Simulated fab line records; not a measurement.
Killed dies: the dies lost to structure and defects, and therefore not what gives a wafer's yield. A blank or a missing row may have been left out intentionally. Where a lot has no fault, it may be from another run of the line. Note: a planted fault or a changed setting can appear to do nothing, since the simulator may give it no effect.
Chamber matching ; flow n5-finfet ; 4 sister chambers for N5_BEOL_M14_STRIP_37 on rie-diel-03
The step strips in O2. 4 wafers are shown with their chamber, then 11 later ones without.

## WAFERS WITH THEIR CHAMBER
wafer;chamber;showerhead-plenum-p-Torr (Torr)
L079.5;1;2.25
L082.3;3;2.12
L082.4;0;2.08
L086.2;2;2.20

## WAFERS MISSING THEIR CHAMBER
wafer;showerhead-plenum-p-Torr (Torr)
L086.4;2.12
L086.6;2.12
L090.1;2.23
L090.2;2.12
L090.3;2.07
L090.4;2.20
L090.5;2.20
L090.6;2.11
L095.4;2.07
L095.5;2.23
L095.6;2.07

## EACH ONE'S CHAMBER
wafer;from the rows above;in truth
L086.4;3;3
L086.6;3;3
L090.1;can't be placed: 1 or 2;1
L090.2;3;3
L090.3;0;0
L090.4;2;2
L090.5;2;2
L090.6;can't be placed: 3 or 0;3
L095.4;0;0
L095.5;can't be placed: 1 or 2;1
L095.6;0;0
Correctly placed: 8 of 11. Can't be placed from these rows: 3 (the true chamber is among the candidates in 3). Placed wrongly: 0.
How it was worked out, from the rows above alone: a wafer's distance from a chamber is the root of the sum, over the readings, of the square of ((its reading less the chamber's mean) divided by the reading's scatter). The wafer belongs to the nearest chamber; if the next one is less than 2 further off, it can't be placed. For every chamber, the mean is computed from those of its wafers that are shown. The scatter: root of mean squared gap, hidden wafer to nearest shown wafer, with one shown wafer a chamber.
